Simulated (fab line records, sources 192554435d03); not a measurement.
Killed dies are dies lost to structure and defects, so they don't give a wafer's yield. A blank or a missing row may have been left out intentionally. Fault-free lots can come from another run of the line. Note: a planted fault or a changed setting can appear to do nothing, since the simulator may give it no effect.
Code-filled problem report in 8D (eight disciplines) form / flow n5Finfet / the parts of the form that need people (team, actions taken, sign-off) are left out

1. WHAT IS WRONG
Across 6 wafers from 2 lots, M8_OVL at N5_BEOL_M8_OVL_MEAS_12 averages 11.6 nm, while fault-free wafers read 0.3 nm with a standard deviation of 0.75. Measured from the usual mean, that is +15 standard deviations.
First observed at day 10 22:28: wafer L292.1, on overlay-02. The record has a number at this step for 35 wafers belonging to 12 lots. The rule behind "out" and "out of limits": a value lying over 4 standard deviations away from the usual mean. The other wafers with a number count as sound.

2. WHAT THIS IS AND IS NOT
question=which readings at this step | is=M8_OVL | is not=-
question=which lots | is=L292, L295 | is not=L289, L290, L291, L293, L294, L296, L299, L302, L303, L306
question=which wafers of those lots | is=all that have a number | is not=-
question=read on which gauges | is=overlay-02 | is not=-
question=when | is=from day 10 22:28 | is not=up to then (9 sound wafers); but 20 sound wafers of L293, L294, L296, L299, L302, L303, L306 came after

3. WHAT RULES OUT EACH SUSPECT
Counting: a tool at any process step up to the reading remains a suspect when it ran all the lots that are out and ran no sound lot after the first of those.
- the gauge at N5_BEOL_M8_OVL_MEAS_12: kept. All the wafers that are out were read on overlay-02, and no step on other tools shows them out.
- rtpAnneal-01 at N5_BEOL_M7_ANNEAL_51 (time 90 s): ruled out as a lasting fault. Following L292 (day 10 19:08), the first lot on it that is out, the sound lots L294, L293, L299, L303 were run on it.
- arfiScanner-02 at N5_BEOL_M8_EXPOSE_08 (exposes mask M8): kept. It processed each lot that is out, first L292 at day 10 22:19, and no sound lot thereafter; up to then, the last sound lot it processed was L291 at day 10 18:01.
Remaining after the count are arfiScanner-02 at N5_BEOL_M8_EXPOSE_08 and overlay-02 at N5_BEOL_M8_OVL_MEAS_12.

4. THE CAUSE (what the simulator had put in)
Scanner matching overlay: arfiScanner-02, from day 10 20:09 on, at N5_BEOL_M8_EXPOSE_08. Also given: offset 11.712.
This tool is one of the 2 suspects left after counting.

5. THE CHAIN OF EFFECTS, in route order
Rows list readings where the struck wafers' mean (over those with a number) sits beyond 3 standard deviations from the usual. Readings are gone through only where the record gives a usual standard deviation; hours: the median, over the lots, of the time from a lot's start at the first step in this table giving one to that lot's start at this step; sigmas: the change measured in usual standard deviations.
hours=0; step=N5_BEOL_M8_OVL_MEAS_12; reading=M8_OVL; usual=0.3 nm; on struck wafers=11.6; change=+11.3; sigmas=+15
Later measuring or inspecting steps at which every struck wafer that the step has a row for has a number for every such reading, and none has moved that far: N5_BEOL_M8_CD_MEAS_18.

6. HOW IT WOULD HAVE BEEN CAUGHT EARLIER
Counted from the fault's start at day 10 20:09, it took 2 hours until the first out-of-limits reading at a measuring or inspecting step in this record, taken at day 10 22:28.
An alarm limit of 4 standard deviations would not have fired on the tool readings at N5_BEOL_M8_EXPOSE_08 for which the record gives a usual standard deviation, since none of them was out on any struck wafer.
L295, from the lots that are out (2), started N5_BEOL_M8_EXPOSE_08 on arfiScanner-02 later than day 10 22:28. It would have been spared by a hold on the tool at that moment.
